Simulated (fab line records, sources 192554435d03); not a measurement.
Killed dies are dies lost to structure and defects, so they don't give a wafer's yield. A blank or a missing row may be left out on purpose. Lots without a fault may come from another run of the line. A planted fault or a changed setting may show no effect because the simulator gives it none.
Chamber matching | flow n5_finfet | N5_BEOL_M4_PRE_CLEAN_60 on cvd_co-01: 3 sister chambers
The step time 15 s. 6 wafers are shown with their chamber, then 7 later ones without.

WAFERS WITH THEIR CHAMBER
wafer  | chamber | heater_power_w (W)
L703.1 | 1       | 72
L703.5 | 0       | 146
L704.3 | 2       | 75
L704.4 | 2       | 75
L704.6 | 1       | 71
L715.3 | 0       | 145

WAFERS WITHOUT THEIR CHAMBER
wafer  | heater_power_w (W)
L715.6 | 146
L716.2 | 146
L716.4 | 146
L716.5 | 71
L718.1 | 75
L718.4 | 76
L718.6 | 145

WHICH CHAMBER EACH WENT THROUGH
wafer  | from the rows above | in truth
L715.6 | 0                   | 0
L716.2 | 0                   | 0
L716.4 | 0                   | 0
L716.5 | 1                   | 1
L718.1 | 2                   | 2
L718.4 | 2                   | 2
L718.6 | 0                   | 0
Placed correctly: 7 of 7. Can't be placed from these rows: 0. Placed wrongly: 0.
How it was worked out, from the rows above alone: a wafer's distance from a chamber is the root of the sum, over the readings, of the square of ((its reading less the chamber's mean) divided by the reading's scatter). The wafer belongs to the nearest chamber; if the next one is less than 2 further off, it can't be placed. A chamber's mean is the mean of its shown wafers. The scatter: the root of (the sum of the squares of (reading less its chamber's mean) over the shown wafers, divided by (wafers less chambers)).
